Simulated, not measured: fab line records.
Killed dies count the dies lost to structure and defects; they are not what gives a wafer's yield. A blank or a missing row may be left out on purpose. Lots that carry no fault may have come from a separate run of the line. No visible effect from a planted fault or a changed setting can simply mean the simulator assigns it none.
Matching of chambers || flow n5_finfet || pecvd-03 running N5_BEOL_M11_DEP_56: 3 sister chambers
The step deposits SiCN from 3MS/NH3, target thk 30 nm, time 10.5 s. 20 wafers are shown with their chamber, then 10 later ones without.

== WAFERS PAIRED WITH THEIR CHAMBERS ==
{"wafer": "L079.1", "chamber": 0, "showerhead_plenum_p_Torr (Torr)": 4.178, "throttle_valve_pct (%)": 18.1}
{"wafer": "L079.2", "chamber": 1, "showerhead_plenum_p_Torr (Torr)": 4.182, "throttle_valve_pct (%)": 18.5}
{"wafer": "L079.6", "chamber": 0, "showerhead_plenum_p_Torr (Torr)": 4.171, "throttle_valve_pct (%)": 18.2}
{"wafer": "L082.2", "chamber": 1, "showerhead_plenum_p_Torr (Torr)": 4.184, "throttle_valve_pct (%)": 18.3}
{"wafer": "L082.3", "chamber": 2, "showerhead_plenum_p_Torr (Torr)": 4.150, "throttle_valve_pct (%)": 17.4}
{"wafer": "L082.5", "chamber": 1, "showerhead_plenum_p_Torr (Torr)": 4.171, "throttle_valve_pct (%)": 18.7}
{"wafer": "L083.1", "chamber": 0, "showerhead_plenum_p_Torr (Torr)": 4.174, "throttle_valve_pct (%)": 18.3}
{"wafer": "L083.5", "chamber": 2, "showerhead_plenum_p_Torr (Torr)": 4.151, "throttle_valve_pct (%)": 17.6}
{"wafer": "L083.6", "chamber": 0, "showerhead_plenum_p_Torr (Torr)": 4.178, "throttle_valve_pct (%)": 18.1}
{"wafer": "L084.1", "chamber": 0, "showerhead_plenum_p_Torr (Torr)": 4.168, "throttle_valve_pct (%)": 18.1}
{"wafer": "L084.3", "chamber": 1, "showerhead_plenum_p_Torr (Torr)": 4.176, "throttle_valve_pct (%)": 18.4}
{"wafer": "L084.6", "chamber": 2, "showerhead_plenum_p_Torr (Torr)": 4.143, "throttle_valve_pct (%)": 17.3}
{"wafer": "L085.1", "chamber": 2, "showerhead_plenum_p_Torr (Torr)": 4.153, "throttle_valve_pct (%)": 17.5}
{"wafer": "L085.2", "chamber": 1, "showerhead_plenum_p_Torr (Torr)": 4.177, "throttle_valve_pct (%)": 18.7}
{"wafer": "L085.6", "chamber": 0, "showerhead_plenum_p_Torr (Torr)": 4.171, "throttle_valve_pct (%)": 17.8}
{"wafer": "L088.1", "chamber": 0, "showerhead_plenum_p_Torr (Torr)": 4.177, "throttle_valve_pct (%)": 18.0}
{"wafer": "L088.2", "chamber": 2, "showerhead_plenum_p_Torr (Torr)": 4.153, "throttle_valve_pct (%)": 17.9}
{"wafer": "L088.5", "chamber": 0, "showerhead_plenum_p_Torr (Torr)": 4.175, "throttle_valve_pct (%)": 17.9}
{"wafer": "L089.1", "chamber": 2, "showerhead_plenum_p_Torr (Torr)": 4.154, "throttle_valve_pct (%)": 17.5}
{"wafer": "L089.3", "chamber": 1, "showerhead_plenum_p_Torr (Torr)": 4.181, "throttle_valve_pct (%)": 18.5}

SIGNATURES (averages over the wafers above)
{"reading": "showerhead_plenum_p_Torr", "chamber 0": 4.17400, "chamber 1": 4.17850, "chamber 2": 4.15067, "scatter within a chamber": 0.00414}
{"reading": "throttle_valve_pct", "chamber 0": 18.062, "chamber 1": 18.517, "chamber 2": 17.533, "scatter within a chamber": 0.175}
Rule: for a wafer and a chamber, the distance is found by dividing, reading by reading, the gap between the wafer's reading and the chamber's mean by the reading's scatter, squaring, summing and taking the root. If the next closest chamber is less than 2 further off than the closest, the wafer can't be placed; otherwise it belongs to the closest. The scatter is the square root of a quotient: the sum, over the shown wafers, of each reading's squared deviation from its chamber's mean, divided by wafers minus chambers.

== WAFERS MISSING THEIR CHAMBER ==
{"wafer": "L089.4", "showerhead_plenum_p_Torr (Torr)": 4.182, "throttle_valve_pct (%)": 18.3}
{"wafer": "L092.2", "showerhead_plenum_p_Torr (Torr)": 4.160, "throttle_valve_pct (%)": 17.4}
{"wafer": "L092.5", "showerhead_plenum_p_Torr (Torr)": 4.169, "throttle_valve_pct (%)": 18.3}
{"wafer": "L092.6", "showerhead_plenum_p_Torr (Torr)": 4.177, "throttle_valve_pct (%)": 18.2}
{"wafer": "L091.3", "showerhead_plenum_p_Torr (Torr)": 4.168, "throttle_valve_pct (%)": 18.1}
{"wafer": "L091.5", "showerhead_plenum_p_Torr (Torr)": 4.184, "throttle_valve_pct (%)": 18.1}
{"wafer": "L091.6", "showerhead_plenum_p_Torr (Torr)": 4.162, "throttle_valve_pct (%)": 17.9}
{"wafer": "L094.1", "showerhead_plenum_p_Torr (Torr)": 4.166, "throttle_valve_pct (%)": 18.2}
{"wafer": "L094.5", "showerhead_plenum_p_Torr (Torr)": 4.155, "throttle_valve_pct (%)": 17.4}
{"wafer": "L094.6", "showerhead_plenum_p_Torr (Torr)": 4.168, "throttle_valve_pct (%)": 17.9}

== THE CHAMBER EACH PASSED THROUGH ==
{"wafer": "L089.4", "from the rows above": "can't be placed: 1 or 0", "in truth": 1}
{"wafer": "L092.2", "from the rows above": 2, "in truth": 2}
{"wafer": "L092.5", "from the rows above": "can't be placed: 0 or 1", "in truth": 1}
{"wafer": "L092.6", "from the rows above": "can't be placed: 0 or 1", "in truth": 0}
{"wafer": "L091.3", "from the rows above": 0, "in truth": 0}
{"wafer": "L091.5", "from the rows above": "can't be placed: 0 or 1", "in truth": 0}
{"wafer": "L091.6", "from the rows above": "can't be placed: 0 or 2", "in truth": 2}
{"wafer": "L094.1", "from the rows above": "can't be placed: 0 or 1", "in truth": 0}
{"wafer": "L094.5", "from the rows above": 2, "in truth": 2}
{"wafer": "L094.6", "from the rows above": 0, "in truth": 0}
4 of 10 placed correctly. Not placeable from these rows: 6 (in 6, the candidates include the true chamber). Number placed wrongly: 0.
